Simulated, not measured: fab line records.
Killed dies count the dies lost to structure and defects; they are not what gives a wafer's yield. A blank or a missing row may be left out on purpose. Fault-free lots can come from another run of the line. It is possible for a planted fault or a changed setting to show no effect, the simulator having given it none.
What tool caused it? -- flow n5-finfet -- 12 lots with 36 wafers sampled at 3 steps, on a route of 1938 steps

## WHAT THE GAUGES READ, wafer by wafer
N5_BEOL_M10_INSPECT_58: inspects for defects (darkfield). Usual: raw-defect-count reads 82 (standard deviation 26).
lot,measured,on,raw-defect-count,flag
L963,day 11 12:45,defect-inspect-02,75 173 87,
L964,day 11 14:22,defect-inspect-02,58 40 50,
L967,day 12 09:56,defect-inspect-01,103 100 95,
L970,day 12 20:00,defect-inspect-01,51 77 82,
L974,day 14 00:48,defect-inspect-01,126 153 133,
L976,day 14 20:41,defect-inspect-02,104 41 64,
L977,day 15 07:06,defect-inspect-01,70 99 106,
L980,day 15 13:10,defect-inspect-02,110 74 95,
L982,day 15 15:03,defect-inspect-01,48 70 112,
L978,day 15 17:31,defect-inspect-02,104 82 80,
L979,day 15 18:20,defect-inspect-01,90 45 92,
L981,day 16 07:06,defect-inspect-01,80 66 98,

## WHAT TOOL EACH LOT RAN ON (gives the tool, then ch and the chambers of the sampled wafers, and finally the start)
lot,N5_BEOL_M10_ALD_74,N5_BEOL_M10_SURFACE_TREAT_76
L963,"ald-metal-02 ch 0,1,3, day 11 09:19","pvd-sputter-01, day 11 09:42"
L964,"ald-metal-03 ch 1,2,3, day 11 12:44","pvd-sputter-02, day 11 13:07"
L967,"ald-metal-02 ch 0,1, day 12 08:11","pvd-sputter-01, day 12 08:36"
L970,"ald-metal-03 ch 2,3, day 12 18:05","pvd-sputter-03, day 12 18:23"
L974,"ald-metal-03 ch 0,2,3, day 13 21:10","pvd-sputter-02, day 13 21:35"
L976,"ald-metal-03 ch 0,3, day 14 19:07","pvd-sputter-01, day 14 19:28"
L977,"ald-metal-01 ch 1,2,3, day 15 04:48","pvd-sputter-02, day 15 05:08"
L980,"ald-metal-01 ch 0,1, day 15 11:37","pvd-sputter-01, day 15 11:55"
L982,"ald-metal-02 ch 1,3, day 15 13:23","pvd-sputter-03, day 15 13:45"
L978,"ald-metal-02 ch 0,3, day 15 14:23","pvd-sputter-01, day 15 15:45"
L979,"ald-metal-03 ch 0,1,3, day 15 16:22","pvd-sputter-01, day 15 16:50"
L981,"ald-metal-01 ch 0,2,3, day 16 04:57","pvd-sputter-01, day 16 05:28"
- N5_BEOL_M10_ALD_74: deposits TaN, target thk 2 nm, pulse time 2 s, purge time 3 s.
- N5_BEOL_M10_SURFACE_TREAT_76

## AS READ BY THE TOOLS THEMSELVES (means over the sampled wafers that have a number; for cases with no such wafer, the mark the record gives instead)
N5_BEOL_M10_ALD_74. Usual: chamber-pressure-Torr 3.000 Torr, standard deviation 0.0065; heater-power-w 414 W, standard deviation 25.
lot,tool,chamber-pressure-Torr (Torr),heater-power-w (W),flag
L963,ald-metal-02,2.996,427,
L964,ald-metal-03,3.003,403,
L967,ald-metal-02,3.004,453,
L970,ald-metal-03,3.007,388,
L974,ald-metal-03,2.996,399,
L976,ald-metal-03,3.005,399,
L977,ald-metal-01,3.000,411,
L980,ald-metal-01,2.999,432,
L982,ald-metal-02,2.999,418,
L978,ald-metal-02,3.002,452,
L979,ald-metal-03,2.999,416,
L981,ald-metal-01,3.000,430,

N5_BEOL_M10_SURFACE_TREAT_76. Usual: ar-flow-sccm reads 30.00 sccm (standard deviation 0.097).
lot,tool,ar-flow-sccm (sccm),flag
L963,pvd-sputter-01,29.96,
L964,pvd-sputter-02,29.91,
L967,pvd-sputter-01,30.02,
L970,pvd-sputter-03,30.12,
L974,pvd-sputter-02,30.07,
L976,pvd-sputter-01,30.02,
L977,pvd-sputter-02,30.05,
L980,pvd-sputter-01,30.05,
L982,pvd-sputter-03,29.95,
L978,pvd-sputter-01,29.95,
L979,pvd-sputter-01,30.06,
L981,pvd-sputter-01,29.95,

## THE ANSWER, worked out from the rows above alone
Rule: take the mean of a lot's wafers that have a number; if it is more than 3 standard deviations from the usual mean, the lot is off. A lot without any number at a reading at which 4 lots or more have one is off too. Any other lot the step has rows for is counted as sound. Order of review: gauges by route order, followed by the tools' own readings, for which a lot's mean as printed above is used. The first step at which some lot is off is used, and at that step the reading that is off furthest; a lot without a number counts as furthest.
Across all readings shown, no lot is off: no conclusion can be drawn from this.

## WHAT WAS PUT IN BY THE SIMULATOR
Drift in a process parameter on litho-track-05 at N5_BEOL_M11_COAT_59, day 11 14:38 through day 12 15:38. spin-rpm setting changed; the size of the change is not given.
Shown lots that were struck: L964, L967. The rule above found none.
